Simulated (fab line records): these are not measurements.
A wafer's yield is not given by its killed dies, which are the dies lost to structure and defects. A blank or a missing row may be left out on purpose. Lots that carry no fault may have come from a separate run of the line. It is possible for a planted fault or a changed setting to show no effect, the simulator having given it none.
fab line records	flow nand-harc
record lots=10	wafers=30	last-day=34
route steps=1302 shown A_M0@1154 A_M1@1184 END@1302
lots that met no fault: taken from a fault-free run of the same line
start-h: hours from the record's first day to the start of the lot's first wafer shown	wait-h: how many hours have passed since the lot's step before this one	" as in the row above	L1.1+2: a row that stands for several wafers	- no value, or no start was given	* or withheld: withheld	< > ~ a bound
route shown NAME@n: names a module that has steps shown in the file, with the first one's number in the route	usual: the fault-free wafers' mean and standard deviation	same: alike in all rows	chamber/n: place in a boat	sites: each site's reading	_std_site: the standard deviation of these	_edge_site: outer sites' mean less inner sites'	radius-mm: for every site, how far away it sits from the centre of the wafer	mask NAME#n: copy n	behind: tool/chamber where the wafer was last shaped	hold: why the lot was held/for how many hours/how that ended	device: transistor that didn't switch, given as n, p or np	end of line: the route-end tests of the same wafers	a step given without rows: its recipe and nothing more	killed: dies that structure and defects cost at the first sort, which is not the same as the wafer's yield	map: per-die view of a wafer (x killed, . not killed, _ where there is no die)
set.NAME: the setting that was run; set.NAME@STEP: the one run at that earlier step	model.NAME: the simulator's own value behind a step, which no gauge read
a sample of lots followed through the steps of the route, with each step as a table and each wafer as a row
services: from which hour (start-h, from the record's first day; less than 0 if before it) a tool's chamber was out of use, for how many hours, and why
## steps
# step NHARC_A_M0_STRIP_18
# recipe power-w=1000	n2-flow-sccm=150	h2-flow-sccm=150	ar-flow-sccm=0	bias-w=0	chemistry=N2/H2
# usual chamber-pressure-mTorr=30.001/0.028	drypump-motor-current-A=5.7/0.42	oes-product-au=0.997/0.011	rf-vpp-V=90.5/1	showerhead-plenum-p-Torr=2.01/0.086	throttle-valve-pct=14.171/0.0094
lot.wafer	tool	chamber	start-h	wait-h	chamber-pressure-mTorr	drypump-motor-current-A	oes-product-au	rf-hours-counter-h	rf-vpp-V	showerhead-plenum-p-Torr	throttle-valve-pct
L239.1	rie-diel-01	3	541.60	0.1	30.028	6.7	0.993	7.8	90.7	2.16	14.161
L239.2	"	1	"	"	29.953	5.9	0.998	9.1	90.0	2.09	14.169
L239.5	"	3	"	"	30.000	6.7	1.002	-	90.9	2.16	14.168
L242.1	rie-diel-09	1	562.70	0.1	30.024	4.9	0.993	2.5	91.2	1.92	14.188
L242.2	"	2	"	"	29.981	5.0	0.991	3.3	90.5	1.93	14.176
L242.5	"	3	"	"	29.988	5.7	1.001	-	90.2	1.98	14.166
L247.2	rie-diel-01	3	621.75	0.1	30.050	6.7	1.009	1.6	91.9	2.16	14.185
L247.6	"	0	"	"	29.971	5.8	1.008	-	90.3	1.93	14.165
L247.5	"	1	"	"	29.987	5.9	1.014	-	91.3	2.09	14.173
L250.4	rie-diel-01	2	630.76	0.1	29.985	5.3	0.978	3.6	90.8	1.98	14.167
L250.5	"	1	"	"	29.967	5.9	1.008	-	90.5	2.09	14.169
L250.6	"	2	"	"	29.971	5.3	0.979	-	90.1	1.98	14.162
L252.3	rie-diel-04	1	658.56	0.1	30.072	5.6	0.984	6.0	90.0	1.93	14.152
L252.1	"	2	"	"	30.008	5.3	0.998	7.0	90.8	1.93	14.169
L252.6	"	3	"	"	29.956	5.4	0.988	-	92.3	1.95	14.183
L251.1	rie-diel-04	2	665.61	0.1	30.000	5.3	1.011	8.2	90.3	1.93	14.177
L251.3	"	0	"	"	30.033	5.8	1.009	6.9	89.6	2.14	14.176
L251.5	"	2	"	"	29.995	5.3	1.003	-	90.1	1.93	14.169
L257.4	rie-diel-01	1	713.35	0.1	30.027	5.9	1.004	8.3	90.5	2.08	14.177
L257.1	"	2	"	"	29.992	5.3	0.962	8.2	90.1	1.98	14.164
L257.6	"	1	"	"	29.959	5.9	0.995	-	91.0	2.08	14.175
L259.1	rie-diel-04	1	727.68	0.1	29.956	5.6	0.991	0.8	89.9	1.92	14.177
L259.4	"	3	"	"	29.992	5.5	0.993	-	88.8	1.95	14.171
L259.5	"	1	"	"	29.996	5.6	0.984	-	89.5	1.92	14.172
L258.3	rie-diel-04	3	728.59	0.1	30.020	5.4	0.995	0.9	90.0	1.95	14.173
L258.1	"	1	"	"	30.002	5.5	0.996	0.9	89.9	1.92	14.158
L258.4	"	1	"	"	29.965	5.6	1.000	-	88.3	1.92	14.158
L261.4	rie-diel-09	3	762.42	0.1	30.003	5.7	0.990	5.3	91.2	1.98	14.160
L261.2	"	2	"	"	30.028	5.0	1.008	5.7	89.9	1.93	14.181
L261.5	"	0	"	"	29.996	5.8	1.000	-	91.5	2.10	14.181
# step NHARC_A_M0_PRE_CLEAN_29
# recipe time-s=30	temp-c=280	gas=H2/He
# usual heater-power-w=414/61	susceptor-temp-C=279.99/0.17
lot.wafer	tool	chamber	start-h	wait-h	heater-power-w	susceptor-temp-C
L239.1	pvd-sputter-01	-	-	-	366	280.22
L239.2	"	-	"	"	367	279.86
L239.5	"	-	"	"	389	279.90
L242.2	pvd-sputter-01	-	-	-	381	280.00
L242.1	"	-	"	"	324	279.96
L242.5	"	-	"	"	376	280.09
L247.2	pvd-sputter-03	-	-	-	497	279.78
L247.5	"	-	"	"	453	279.98
L247.6	"	-	"	"	433	280.05
L250.4	pvd-sputter-02	-	-	-	421	-
L250.6	"	-	"	"	411	-
L250.5	"	-	"	"	414	-
L252.1	pvd-sputter-01	-	-	-	383	280.29
L252.3	"	-	"	"	381	279.58
L252.6	"	-	"	"	304	279.98
L251.3	pvd-sputter-03	-	-	-	450	280.01
L251.1	"	-	"	"	512	279.91
L251.5	"	-	"	"	440	280.09
L257.4	pvd-sputter-02	-	-	-	418	280.14
L257.1	"	-	"	"	403	280.10
L257.6	"	-	"	"	523	279.83
L259.1	pvd-sputter-01	-	-	-	371	279.77
L259.4	"	-	"	"	379	280.08
L259.5	"	-	"	"	386	279.98
L258.4	pvd-sputter-03	-	-	-	492	280.30
L258.1	"	-	"	"	443	280.21
L258.3	"	-	"	"	442	280.16
L261.4	pvd-sputter-01	-	-	-	391	280.23
L261.2	"	-	"	"	284	280.36
L261.5	"	-	"	"	384	280.19
# step NHARC_A_M1_ETCH_15
# recipe target-depth-a=1825	time-s=91.2	c4f8-flow-sccm=withheld	ar-flow-sccm=400	rf-w=600	bias-w=300	chemistry=C4F8/Ar
# usual chamber-pressure-mTorr=25.001/0.023	oes-product-au=0.953/0.024	rf-vpp-V=440.6/2.3	run-length-s=112.6/0.42
lot.wafer	tool	chamber	start-h	wait-h	chamber-pressure-mTorr	oes-product-au	rf-hours-counter-h	rf-vpp-V	run-length-s
L239.2	rie-diel-05	3	545.46	-	25.000	0.962	3.0	437.5	112.4
L239.1	"	2	"	"	24.989	0.970	3.0	444.3	112.4
L239.5	"	3	"	"	24.994	0.952	-	438.0	112.7
L242.2	rie-diel-02	1	566.37	-	25.035	0.948	10.8	443.0	112.4
L242.1	"	0	"	"	24.997	0.957	10.4	437.8	112.2
L242.5	"	2	"	"	24.972	0.975	-	440.8	112.2
L247.2	rie-diel-05	1	625.45	-	25.002	0.950	1.1	440.4	104.1
L247.5	"	3	"	"	25.000	0.966	-	437.5	103.5
L247.6	"	0	"	"	25.023	0.942	-	438.9	103.1
L250.4	rie-diel-05	1	634.65	-	25.040	0.958	1.3	441.0	104.1
L250.6	"	3	"	"	24.954	0.953	-	438.9	103.8
L250.5	"	0	"	"	24.970	0.976	-	439.9	103.4
L252.1	rie-diel-03	3	662.24	-	25.004	0.973	1.1	437.7	112.8
L252.3	"	1	"	"	24.994	0.950	0.6	442.1	112.2
L252.6	"	3	"	"	25.008	0.969	-	435.3	112.9
L251.3	rie-diel-02	0	669.63	-	25.012	0.968	5.7	436.5	112.1
L251.1	"	2	"	"	24.979	0.979	5.7	440.5	111.9
L251.5	"	1	"	"	25.029	0.975	-	444.4	112.1
L257.4	rie-diel-03	3	717.24	-	24.966	0.979	4.5	438.3	112.8
L257.1	"	0	"	"	24.972	0.986	4.7	441.6	112.2
L257.6	"	1	"	"	25.006	0.966	-	442.6	112.3
L259.1	rie-diel-05	3	731.40	-	25.016	0.919	3.4	437.7	112.8
L259.4	"	1	"	"	24.980	0.895	3.8	441.0	113.0
L259.5	"	3	"	"	25.003	0.914	-	437.9	112.5
L258.3	rie-diel-03	0	732.55	-	24.999	0.949	5.3	441.9	112.6
L258.1	"	2	"	"	24.959	0.952	5.2	442.0	112.3
L258.4	"	3	"	"	25.027	0.944	-	436.6	113.0
L261.2	rie-diel-02	3	766.31	-	24.998	0.972	0.2	443.7	113.6
L261.5	"	3	"	"	25.027	0.973	-	441.3	113.0
L261.4	"	0	"	"	25.032	0.956	-	436.9	112.1
# step NHARC_A_M1_ETCH_28
# recipe target-depth-a=300	over-etch-frac=0.3	time-s=72.99	ion-energy-ev=150	cf4-flow-sccm=50	n2-flow-sccm=100	ar-flow-sccm=150	rf-w=300	bias-w=100	chemistry=CF4/N2
# usual chamber-pressure-mTorr=29.997/0.026	drypump-motor-current-A=5.7/0.54	oes-product-au=0.997/0.012	rf-vpp-V=314.3/1.8	run-length-s=94.3/0.41	showerhead-plenum-p-Torr=2.64/0.097	throttle-valve-pct=19.792/0.0097
lot.wafer	tool	chamber	start-h	wait-h	chamber-pressure-mTorr	drypump-motor-current-A	oes-product-au	rf-hours-counter-h	rf-vpp-V	run-length-s	showerhead-plenum-p-Torr	throttle-valve-pct
L239.2	rie-diel-03	3	-	-	30.032	6.1	0.987	5	312.2	94.7	2.49	19.787
L239.1	"	0	"	"	30.009	5.4	1.026	6	313.3	94.1	2.67	19.790
L239.5	"	2	"	"	30.020	6.0	1.006	-	315.4	94.2	2.65	19.784
L242.2	rie-diel-05	1	-	-	29.970	4.9	0.987	3	314.7	94.5	2.66	19.789
L242.1	"	0	"	"	29.937	6.4	0.994	4	313.8	94.3	2.58	19.789
L242.5	"	2	"	"	29.992	5.5	1.016	-	315.9	94.6	2.78	19.801
L247.2	rie-diel-05	1	-	-	30.000	4.9	0.986	1	315.5	95.4	2.65	19.775
L247.5	"	2	"	"	29.937	5.4	1.001	-	316.2	94.9	2.78	19.800
L247.6	"	3	"	"	29.987	5.6	1.000	-	312.2	94.3	2.51	19.786
L250.4	rie-diel-02	1	-	-	30.025	6.0	0.993	4	315.6	94.0	2.73	19.799
L250.6	"	3	"	"	29.975	6.4	1.009	-	316.4	94.7	2.72	19.795
L250.5	"	0	"	"	29.985	5.1	0.995	-	311.6	94.0	2.50	19.792
L252.3	rie-diel-02	1	-	-	29.942	6.1	1.000	5	315.1	94.2	2.73	19.782
L252.1	"	3	"	"	30.040	6.5	1.001	5	316.5	94.6	2.72	19.785
L252.6	"	2	"	"	30.009	4.9	0.992	-	313.8	94.1	2.60	19.785
L251.1	rie-diel-05	2	-	-	30.004	5.5	1.006	3	318.4	94.3	2.77	19.801
L251.3	"	1	"	"	30.001	4.9	0.976	3	315.2	94.6	2.65	19.796
L251.5	"	3	"	"	29.977	5.6	0.984	-	313.6	95.0	2.51	19.775
L257.4	rie-diel-02	3	-	-	29.998	6.4	1.009	8	316.4	94.8	2.72	19.811
L257.1	"	0	"	"	30.012	5.1	0.983	8	311.1	93.6	2.49	19.800
L257.6	"	3	"	"	30.012	6.5	1.009	-	316.0	94.6	2.72	19.795
L259.1	rie-diel-02	1	-	-	29.971	6.1	1.001	9	315.7	94.5	2.73	19.802
L259.4	"	2	"	"	30.031	4.9	0.987	9	313.6	93.9	2.60	19.789
L259.5	"	3	"	"	30.031	6.5	1.004	-	315.4	94.6	2.72	19.795
L258.1	rie-diel-02	1	-	-	30.017	6.1	1.010	9	316.3	93.7	2.73	19.793
L258.3	"	3	"	"	29.988	6.4	1.011	9	316.7	94.6	2.72	19.789
L258.4	"	0	"	"	29.973	5.1	0.994	9	312.8	93.8	2.49	19.793
L261.2	rie-diel-02	1	-	-	29.997	6.1	1.009	0	315.5	93.7	2.73	19.789
L261.4	"	1	"	"	29.989	6.0	0.996	-	315.9	93.9	2.73	19.786
L261.5	"	3	"	"	30.044	6.5	0.995	-	316.3	95.4	2.72	19.789
# step NHARC_END_SORT_01
# recipe temp-c=25
# usual defect-limited-yield=91.4/2.7	killed-at-array=53/18	killed-at-other=0.8/1.1	killed-at-periphery=4.1/2.7	killed-dies=58/18	killed-open=3.1/1.7	killed-short=2.7/1.7	sort_bin_2_pct=3.0/1.2	sort_bin_3_pct=0.6/0.37	sort_bin_4_pct=4.9/1.5	sort-n-pass=619/18	sort-rim-yield-pct=91/4.1	sort-yield-pct=91.4/2.7
# same gross-dies=677	sort_bin_5_pct[%]=0	sort_bin_6_pct[%]=0	sort_bin_7_pct[%]=0	sort_bin_8_pct[%]=0	sort-rim-n-gross=106.00
lot.wafer	tool	chamber	start-h	wait-h	hold	defect-limited-yield[%]	killed-at-array	killed-at-other	killed-at-periphery	killed-dies	killed-open	killed-short	sort_bin_2_pct[%]	sort_bin_3_pct[%]	sort_bin_4_pct[%]	sort-n-pass	sort-rim-yield-pct[%]	sort-yield-pct[%]
L247.2	prober-02	0	660.21	2.8	-	94.1	35	1	4	40	3	3	1.6	0.7	3.5	637	90	94.1
L247.5	prober-02	0	662.61	3.7	-	93.1	40	0	7	47	5	0	3.0	0.1	3.8	630	92	93.1
L247.6	prober-02	0	663.41	4.0	-	90.4	60	0	5	65	5	4	3.4	0.6	5.6	612	91	90.4
L250.4	prober-01	0	670.03	3.4	await-dispo/2.2h/release	85.7	93	0	4	97	3	1	9.0	0.7	4.6	580	61	85.7
L250.5	prober-01	0	670.83	3.7	await-dispo/2.2h/release	91.1	56	0	4	60	5	2	4.1	0.4	4.3	617	89	91.1
L250.6	prober-01	0	671.63	4.0	await-dispo/2.2h/release	89.8	66	0	3	69	4	2	3.8	0.6	5.8	608	87	89.8
L252.1	prober-02	0	698.39	2.8	-	94.5	37	0	0	37	2	2	1.3	0.4	3.7	640	93	94.5
L252.3	prober-02	0	699.99	3.4	-	92.2	51	0	2	53	3	6	2.2	0.4	5.2	624	94	92.2
L252.6	prober-02	0	702.39	4.3	-	94.1	40	0	0	40	2	1	1.8	0.3	3.8	637	94	94.1
L251.1	prober-01	0	705.87	2.5	-	91.9	53	1	1	55	0	6	2.7	0.6	4.9	622	97	91.9
L251.3	prober-01	0	707.47	3.1	-	94.2	39	0	0	39	1	3	2.1	0.6	3.1	638	90	94.2
L251.5	prober-01	0	709.07	3.7	-	91.6	55	1	1	57	6	7	3.4	0.4	4.6	620	91	91.6
# killed by level:class
L247.2 A_CHANNEL_HOLE_D1:chamber-film-flake=16 A_CHANNEL_HOLE_D2:chamber-film-flake=9 P_GATE:chamber-film-flake=3 A_M0:geometric-particle:open=2 A_SLIT:chamber-film-flake=2 A_ONON_D2:geometric-particle:short=1 A_CHANNEL_HOLE_D2:geometric-particle:short=1 A_CHANNEL_FILL_D2:geometric-particle:short=1
L247.5 A_CHANNEL_HOLE_D2:chamber-film-flake=15 A_CHANNEL_HOLE_D1:chamber-film-flake=13 P_GATE:chamber-film-flake=4 A_CHANNEL_FILL_D1:geometric-particle:open=2 A_SLIT:chamber-film-flake=2 A_CONTACT:chamber-film-flake=2 P_CONTACT:geometric-particle:open=1 A_ONON_D2:geometric-particle:open=1
L247.6 A_CHANNEL_HOLE_D1:chamber-film-flake=33 A_CHANNEL_HOLE_D2:chamber-film-flake=9 P_GATE:chamber-film-flake=4 A_M1:area-etch=4 A_ONON_D2:geometric-particle:open=2 A_CHANNEL_HOLE_D1:geometric-particle:short=1 A_CHANNEL_FILL_D2:geometric-particle:open=1 A_WL_FILL:geometric-particle:short=1
L250.4 A_M1:area-etch=31 A_SLIT:chamber-film-flake=23 A_CHANNEL_HOLE_D2:chamber-film-flake=16 A_CHANNEL_HOLE_D1:chamber-film-flake=6 A_STAIRCASE:chamber-film-flake=5 P_CONTACT:chamber-film-flake=3 A_CONTACT:chamber-film-flake=3 A_WL_FILL:chamber-film-flake=2
L250.5 A_SLIT:chamber-film-flake=20 A_CHANNEL_HOLE_D2:chamber-film-flake=16 A_CONTACT:chamber-film-flake=5 A_STAIRCASE:chamber-film-flake=4 P_CONTACT:chamber-film-flake=3 A_CHANNEL_HOLE_D1:chamber-film-flake=3 P_CONTACT:geometric-particle:open=1 A_ONON_D1:geometric-particle:open=1
L250.6 A_SLIT:chamber-film-flake=34 A_CHANNEL_HOLE_D2:chamber-film-flake=8 A_M1:area-etch=7 A_CONTACT:chamber-film-flake=6 A_CHANNEL_HOLE_D1:chamber-film-flake=3 P_M1:geometric-particle:open=2 A_CHANNEL_HOLE_D2:geometric-particle:short=2 A_WL_FILL:chamber-film-flake=2
L252.1 A_CHANNEL_HOLE_D2:chamber-film-flake=14 A_CHANNEL_HOLE_D1:chamber-film-flake=6 A_SLIT:chamber-film-flake=4 A_DECK1_JOINT:chamber-film-flake=3 A_WL_FILL:chamber-film-flake=3 A_ONON_D2:geometric-particle:open=2 A_SGD_CUT:geometric-particle:short=1 A_WL_FILL:geometric-particle:short=1
L252.3 A_CHANNEL_HOLE_D2:chamber-film-flake=25 A_CHANNEL_HOLE_D1:chamber-film-flake=11 A_WL_FILL:chamber-film-flake=3 A_ONON_D2:geometric-particle:open=2 A_SLIT:chamber-film-flake=2 A_CONTACT:chamber-film-flake=2 P_GATE:geometric-particle:open=1 P_GATE:geometric-particle:short=1
L252.6 A_CHANNEL_HOLE_D2:chamber-film-flake=22 A_WL_FILL:chamber-film-flake=6 A_CHANNEL_HOLE_D1:chamber-film-flake=5 A_M0:geometric-particle:open=2 A_CHANNEL_FILL_D1:chamber-film-flake=2 A_SLIT:chamber-film-flake=2 A_ONON_D2:geometric-particle:short=1
L251.1 A_SLIT:chamber-film-flake=31 A_CHANNEL_HOLE_D1:chamber-film-flake=6 A_STAIRCASE:chamber-film-flake=4 A_ONON_D2:geometric-particle:short=3 A_BLC:chamber-film-flake=3 A_SGD_CUT:geometric-particle:short=1 A_WL_FILL:geometric-particle:short=1 A_M1:geometric-particle:short=1
L251.3 A_SLIT:chamber-film-flake=22 A_CHANNEL_HOLE_D1:chamber-film-flake=4 A_STAIRCASE:chamber-film-flake=3 A_SGD_CUT:geometric-particle:short=2 A_DECK1_JOINT:chamber-film-flake=2 A_BLC:chamber-film-flake=2 A_ONON_D2:geometric-particle:short=1 A_CHANNEL_FILL_D2:geometric-particle:open=1
L251.5 A_SLIT:chamber-film-flake=31 A_CHANNEL_HOLE_D1:chamber-film-flake=7 A_CHANNEL_FILL_D2:geometric-particle:open=4 A_WL_FILL:chamber-film-flake=3 A_DECK1_JOINT:geometric-particle:short=2 A_ONON_D2:geometric-particle:short=2 A_WL_FILL:geometric-particle:short=2 A_STAIRCASE:chamber-film-flake=2
## services
tool	chamber	start-h	hours	kind
rie-diel-05	3	520.03	8.8	repair
rie-diel-04	-	531.92	9.0	pm
rie-diel-05	-	538.62	0.5	repair
rie-diel-01	-	557.84	9.0	pm
rie-diel-02	-	570.70	9.0	pm
rie-diel-03	2	577.78	11.9	repair
pvd-sputter-01	-	578.44	7.2	repair
rie-diel-01	1	579.10	5.0	repair
rie-diel-05	-	583.60	9.0	pm
pvd-sputter-01	-	585.67	10.0	pm
rie-diel-05	-	609.48	2.6	repair
rie-diel-05	3	638.59	13.1	repair
rie-diel-02	1	653.34	3.3	repair
rie-diel-05	0	659.51	8.4	repair
rie-diel-02	-	674.36	0.1	repair
pvd-sputter-01	-	712.57	1.7	repair
rie-diel-05	-	714.60	1.2	repair
pvd-sputter-01	-	734.21	11.1	repair
rie-diel-05	-	747.16	2.5	repair
rie-diel-02	-	747.77	9.0	pm
rie-diel-05	0	757.12	18.4	repair
rie-diel-05	-	760.60	9.0	pm
pvd-sputter-01	-	763.67	10.0	pm
rie-diel-02	2	764.96	10.5	repair
## key
first-sign step=NHARC_A_M1_ETCH_15	reading=run-length-s	direction=down	sigmas=21	usual=*	struck=*
effect step=NHARC_END_SORT_01	reading=sort-rim-yield-pct	direction=down	sigmas=1.4	usual=91	struck=85	wafers-moved=1
met-at NHARC_A_M1_ETCH_15
struck-lots L247,L250
not-acting-at NHARC_A_M0_STRIP_18,NHARC_A_M0_PRE_CLEAN_29,NHARC_A_M1_ETCH_28
onset-between 545.46 625.45
fault kind=process-parameter-drift	tool=rie-diel-05	chamber=-	onset-h=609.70	steps=NHARC_A_M1_ETCH_15	channel=time-s	offset=*	shape=step	end-h=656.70	acts-in=*	stated=*
